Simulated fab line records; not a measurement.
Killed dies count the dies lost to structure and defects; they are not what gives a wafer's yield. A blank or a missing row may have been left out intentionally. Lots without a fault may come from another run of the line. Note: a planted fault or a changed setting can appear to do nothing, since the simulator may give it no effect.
A single fault, viewed from 3 desks | flow n5 finfet | each desk holds nothing but its own numbers, with what lay behind them at the end

## FROM THE METROLOGY DESK
What the gauges read for every lot (on any tool): the sampled wafers with a number, averaged. Marked OUT: a lot whose mean sits more than 4 standard deviations from the usual mean, which makes it out of limits; the brackets give that distance.
Columns: A = M8_ILD_THK at N5_BEOL_M8_THK_MEAS_01, usual 154.9 nm
lot  | first seen here | A
L822 | day 11 20:52    | 155.7
L821 | day 12 00:41    | 154.6
L823 | day 12 15:58    | 153.8
L824 | day 12 21:59    | 155.9
L828 | day 13 08:25    | 155.1
L826 | day 13 18:44    | 153.3
L832 | day 14 15:29    | 153.5
L833 | day 14 17:00    | 156.9
L831 | day 15 06:01    | 155.1
L843 | day 17 19:53    | 153.8
L844 | day 17 20:07    | 157.1
This desk's finding: nothing out of limits on any of the 11 lots.

## THE DEFECT DESK
Lot by lot, what the route's inspections counted, given as the mean of those sampled wafers with a number. Marked OUT: a lot whose mean sits more than 4 standard deviations from the usual mean, which makes it out of limits; the brackets give that distance.
Columns: A = raw defect count at N5_BEOL_M8_INSPECT_30, usual 412
lot  | first seen here | A
L822 | day 12 02:07    | 314
L821 | day 12 06:12    | 352
L823 | day 12 18:32    | 533
L824 | day 13 03:15    | 490
L828 | day 13 14:56    | 361
L826 | day 13 22:49    | 570
L832 | day 14 18:47    | 417
L833 | day 14 22:53    | 451
L831 | day 15 09:37    | 499
L844 | day 17 23:20    | 268
L843 | day 17 23:31    | 320
This desk's finding: nothing out of limits on any of the 11 lots.

## AT THE TOOL OWNER'S DESK: litho track-01
The tool's own readings at N5_BEOL_M8_COAT_63 (time 60 s, resist thk 60 nm): means of the sampled wafers that have a number, for each lot that ran on this tool. Marked OUT: a lot whose mean sits more than 4 standard deviations from the usual mean, which makes it out of limits; the brackets give that distance.
Columns: A = heater power total W at N5_BEOL_M8_COAT_63, usual 500.5 W; B = spin speed rpm at N5_BEOL_M8_COAT_63, usual 1500.2 rpm
lot  | first seen here | A     | B
L824 | day 13 02:53    | 501.4 | 1500.9
L828 | day 13 14:26    | 501.7 | 1228.2 (-99 or more) OUT
L826 | day 13 22:26    | 502.2 | 1229.4 (-99 or more) OUT
This desk's finding: out of limits on L826, L828; first on L828, day 13 14:26 (spin speed rpm at N5_BEOL_M8_COAT_63). L824 stayed within limits.

## TAKEN TOGETHER
An alarm could have come from the tool owner's desk at day 13 14:26, on L826, L828.
From the metrology desk's view, nothing was out of limits.
Nothing out of limits was seen by the defect desk.
The metrology desk has L826, L828 on record, within its limits.
The defect desk has L826, L828 on record, within its limits.
On litho track-01, each named lot ran N5_BEOL_M8_COAT_63.

## WHAT HAD BEEN PUT IN BY THE SIMULATOR
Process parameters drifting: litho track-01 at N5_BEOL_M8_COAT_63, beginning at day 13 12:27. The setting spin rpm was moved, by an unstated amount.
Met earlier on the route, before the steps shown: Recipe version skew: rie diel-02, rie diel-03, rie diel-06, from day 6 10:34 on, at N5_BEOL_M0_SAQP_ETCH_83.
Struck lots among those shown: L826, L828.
Time in hours from fault onset to the first out-of-limits reading at each desk: the tool owner's desk, 2.
